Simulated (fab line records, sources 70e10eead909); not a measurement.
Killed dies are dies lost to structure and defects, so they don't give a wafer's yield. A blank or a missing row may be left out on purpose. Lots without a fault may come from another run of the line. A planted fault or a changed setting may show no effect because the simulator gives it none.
Which tool did it? | flow nand_harc | 12 lots, 36 wafers sampled, at 6 steps of a route of 1302

WHAT THE GAUGES READ, wafer by wafer
NHARC_A_ZERO_WELL_CD_MEAS_10: target cd 2000 nm.
lot  | measured     | on        | cd_nm (nm)
L144 | day 8 10:07  | cd_sem-02 | 2004.0 2000.8 2000.6
L146 | day 9 04:41  | cd_sem-01 | 1998.6 1996.3 1996.5
L145 | day 9 05:39  | cd_sem-02 | 1998.7 1998.3 2001.7
L147 | day 9 19:40  | cd_sem-03 | 2000.2 2002.0 1999.3
L149 | day 11 04:35 | cd_sem-02 | 1999.1 1998.0 1999.8
L150 | day 11 08:26 | cd_sem-01 | 2001.5 1998.2 1997.8
L151 | day 11 13:32 | cd_sem-03 | 1999.8 1998.3 2001.1
L153 | day 12 00:52 | cd_sem-02 | 1998.6 2001.8 1997.9
L159 | day 14 15:25 | cd_sem-01 | 1995.3 2000.1 1998.5
L160 | day 14 22:52 | cd_sem-02 | 1997.2 2000.7 2000.4
L161 | day 15 10:22 | cd_sem-01 | 1998.5 1998.2 1997.8
L163 | day 16 10:29 | cd_sem-03 | 1999.7 2004.2 1999.1

NHARC_A_SOURCE_PLATE_THK_MEAS_09: measures by ellipsometry.
lot  | measured     | on            | thk_nm (nm)
L144 | day 8 19:03  | film_metro-02 | 9.2 9.3 9.9
L146 | day 9 13:40  | film_metro-02 | 10.9 9.5 7.3
L145 | day 9 13:40  | film_metro-01 | 11.5 10.1 10.1
L147 | day 10 04:25 | film_metro-02 | 8.7 8.8 9.4
L149 | day 11 13:23 | film_metro-01 | 7.6 9.6 8.7
L150 | day 11 17:04 | film_metro-01 | 10.8 11.3 12.1
L151 | day 11 21:54 | film_metro-02 | 11.0 7.7 11.3
L153 | day 12 09:08 | film_metro-02 | 9.2 8.4 11.7
L159 | day 14 23:44 | film_metro-02 | 9.0 10.4 9.5
L160 | day 15 08:11 | film_metro-01 | 8.6 10.6 9.9
L161 | day 15 21:13 | film_metro-01 | 11.5 8.8 8.9
L163 | day 16 17:26 | film_metro-01 | 8.9 9.4 7.5

NHARC_A_ONON_D1_THK_MEAS_02: measures by ellipsometry.
lot  | measured     | on            | thk_nm (nm)
L144 | day 9 08:16  | film_metro-01 | 1026 1026 1026
L146 | day 10 03:17 | film_metro-01 | 1002 1003 1003
L145 | day 10 03:17 | film_metro-02 | 995 995 997
L147 | day 10 20:34 | film_metro-02 | 1013 1015 1014
L149 | day 12 04:39 | film_metro-01 | 1003 1004 1006
L150 | day 12 04:40 | film_metro-02 | 989 987 989
L151 | day 12 11:31 | film_metro-01 | 1008 1009 1010
L153 | day 12 22:23 | film_metro-01 | 997 995 995
L159 | day 15 13:20 | film_metro-02 | 1360 1361 1003 1360 1360 1005
L160 | day 15 23:11 | film_metro-02 | 1349 1347 993 1349 1347 994
L161 | day 16 10:48 | film_metro-02 | 1015 1013 1015
L163 | day 17 06:59 | film_metro-02 | 1004 1007 1003

NHARC_END_SORT_01.
lot  | measured     | on        | killed_at_array | killed_at_other | killed_at_periphery | killed_dies | killed_open | killed_short
L144 | day 25 18:37 | prober-01 | 40 43 58        | 3 3 2           | 4 4 5               | 47 50 65    | 3 4 3       | 2 8 2
L146 | day 26 13:33 | prober-01 | 70 71 83        | 0 0 0           | 4 8 4               | 74 79 87    | 5 9 2       | 1 2 1
L145 | day 26 13:35 | prober-02 | 61 60 55        | 1 1 1           | 6 1 1               | 68 62 57    | 5 2 4       | 2 4 3
L147 | day 27 08:58 | prober-01 | 70 47 48        | 0 0 0           | 0 3 0               | 70 50 48    | 1 7 0       | 2 3 0
L149 | day 29 18:06 | prober-02 | 64 60 52        | 1 3 0           | 8 2 8               | 73 65 60    | 5 2 3       | 1 1 0
L150 | day 30 02:42 | prober-02 | 67 67 61        | 0 0 1           | 4 3 2               | 71 70 64    | 6 5 0       | 0 4 2
L151 | day 29 10:19 | prober-01 | 85 68 77        | 1 1 0           | 1 2 4               | 87 71 81    | 2 3 4       | 3 2 3
L153 | day 29 10:20 | prober-02 | 38 46 54        | 0 1 0           | 5 7 7               | 43 54 61    | 2 3 5       | 3 3 4
L159 | day 32 09:23 | prober-01 | 673 675 51      | 0 0 0           | 4 2 4               | 677 677 55  | 4 0 2       | 1 1 3
L160 | day 32 20:16 | prober-01 | 674 676 71      | 0 0 0           | 3 1 0               | 677 677 71  | 3 5 3       | 2 3 3
L161 | day 33 13:08 | prober-02 | 48 50 44        | 2 4 2           | 10 4 5              | 60 58 51    | 2 4 1       | 2 1 1
L163 | day 33 21:01 | prober-01 | 28 41 29        | 0 1 0           | 1 3 1               | 29 45 30    | 4 4 2       | 3 4 2

WHICH TOOL RAN EACH LOT (tool, then ch and the chambers of the sampled wafers, then the start)
lot  | NHARC_A_ZERO_WELL_ETCH_13        | NHARC_A_ONON_D1_DEP_00
L144 | rie_si-05 ch 2,3, day 8 10:29    | pecvd_onon-03 ch 0, day 9 07:46
L146 | rie_si-05 ch 0,1,3, day 9 05:04  | pecvd_onon-02 ch 0, day 10 02:46
L145 | rie_si-04 ch 0,2,3, day 9 06:02  | pecvd_onon-04 ch 0, day 10 02:46
L147 | rie_si-05 ch 0,2,3, day 9 20:03  | pecvd_onon-02 ch 0, day 10 20:11
L149 | rie_si-04 ch 1,2,3, day 11 04:59 | pecvd_onon-02 ch 0, day 12 04:08
L150 | rie_si-05 ch 0,2,3, day 11 08:49 | pecvd_onon-04 ch 0, day 12 04:12
L151 | rie_si-04 ch 0,2,3, day 11 13:55 | pecvd_onon-02 ch 0, day 12 11:01
L153 | rie_si-01 ch 1,2,3, day 12 01:14 | pecvd_onon-03 ch 0, day 12 21:53
L159 | rie_si-01 ch 0,1,3, day 14 15:47 | pecvd_onon-02 ch 0, day 15 12:50
L160 | rie_si-01 ch 2,3, day 14 23:13   | pecvd_onon-02 ch 0, day 15 22:43
L161 | rie_si-05 ch 0,1,2, day 15 10:44 | pecvd_onon-04 ch 0, day 16 10:24
L163 | rie_si-04 ch 1,2,3, day 16 10:52 | pecvd_onon-03 ch 0, day 17 06:28
- NHARC_A_ZERO_WELL_ETCH_13: etches the open film in HBr/Cl2, target depth 120 nm, time 40.1 s.
- NHARC_A_ONON_D1_DEP_00: target thk 1000 nm.

WHAT THE TOOLS THEMSELVES READ (means of the sampled wafers that have a number; where no wafer has one, the mark that the record gives instead)
NHARC_A_ZERO_WELL_ETCH_13.
lot  | tool      | chamber_pressure_mTorr (mTorr) | drypump_motor_current_A (A) | oes_product_au (a.u.) | throttle_valve_pct (%)
L144 | rie_si-05 | 14.991                         | 6.5                         | 1.002                 | 26.396
L146 | rie_si-05 | 14.993                         | 6.0                         | 1.006                 | 26.410
L145 | rie_si-04 | 14.990                         | 5.5                         | 1.000                 | 26.405
L147 | rie_si-05 | 14.995                         | 6.1                         | 1.011                 | 26.411
L149 | rie_si-04 | 14.991                         | 5.7                         | 1.000                 | 26.399
L150 | rie_si-05 | 15.005                         | 6.1                         | 1.011                 | 26.396
L151 | rie_si-04 | 15.002                         | 5.5                         | 1.002                 | 26.404
L153 | rie_si-01 | 15.001                         | 5.6                         | 1.000                 | 26.404
L159 | rie_si-01 | 15.003                         | 5.9                         | 1.002                 | 26.405
L160 | rie_si-01 | 14.993                         | 5.5                         | 1.003                 | 26.408
L161 | rie_si-05 | 14.998                         | 6.0                         | 0.996                 | 26.404
L163 | rie_si-04 | 15.000                         | 5.7                         | 0.998                 | 26.394

NHARC_A_ONON_D1_DEP_00.
lot  | tool          | sih4_flow_sccm (sccm)
L144 | pecvd_onon-03 | 210.0
L146 | pecvd_onon-02 | 208.9
L145 | pecvd_onon-04 | 209.0
L147 | pecvd_onon-02 | 210.2
L149 | pecvd_onon-02 | 210.1
L150 | pecvd_onon-04 | 210.2
L151 | pecvd_onon-02 | 210.0
L153 | pecvd_onon-03 | 210.1
L159 | pecvd_onon-02 | 209.7
L160 | pecvd_onon-02 | 209.7
L161 | pecvd_onon-04 | 209.0
L163 | pecvd_onon-03 | 209.5

THE ANSWER, worked out from the rows above alone
Rule: what is usual is taken from the lots themselves. Put in order of their means at a reading, lots are off if they are a third of the lots or fewer, leave a main group of 4 or more, and stand apart from it by a gap of 3 or more times the standard deviation of the main group's means; of several such gaps the widest counts. A main group whose means are all the same, to the digits that the tables above print for the reading, isn't used. A lot without any number at a reading at which 4 lots or more have one is off too. The other lots that the step has rows for count as sound. The gauges are gone through in route order, then the tools' own readings, and for those a lot's mean is taken as printed above. The first step at which some lot is off is used, and at that step the reading that is off furthest; a lot without a number counts as furthest.
Off: L159, L160, at NHARC_A_ONON_D1_THK_MEAS_02 (thk_nm). The main group: mean 1005 nm, standard deviation 10.
A tool fits if, at a process step before that reading, it ran every lot that is off, and no sound lot after the first of them. The gauges at NHARC_A_ONON_D1_THK_MEAS_02 aren't tried: what is off there is off at NHARC_END_SORT_01 too, on other tools, and a gauge's error can't cause that. Can't be told from this: 2 tools fit, rie_si-01 at NHARC_A_ZERO_WELL_ETCH_13, pecvd_onon-02 at NHARC_A_ONON_D1_DEP_00.

WHAT THE SIMULATOR HAD PUT IN
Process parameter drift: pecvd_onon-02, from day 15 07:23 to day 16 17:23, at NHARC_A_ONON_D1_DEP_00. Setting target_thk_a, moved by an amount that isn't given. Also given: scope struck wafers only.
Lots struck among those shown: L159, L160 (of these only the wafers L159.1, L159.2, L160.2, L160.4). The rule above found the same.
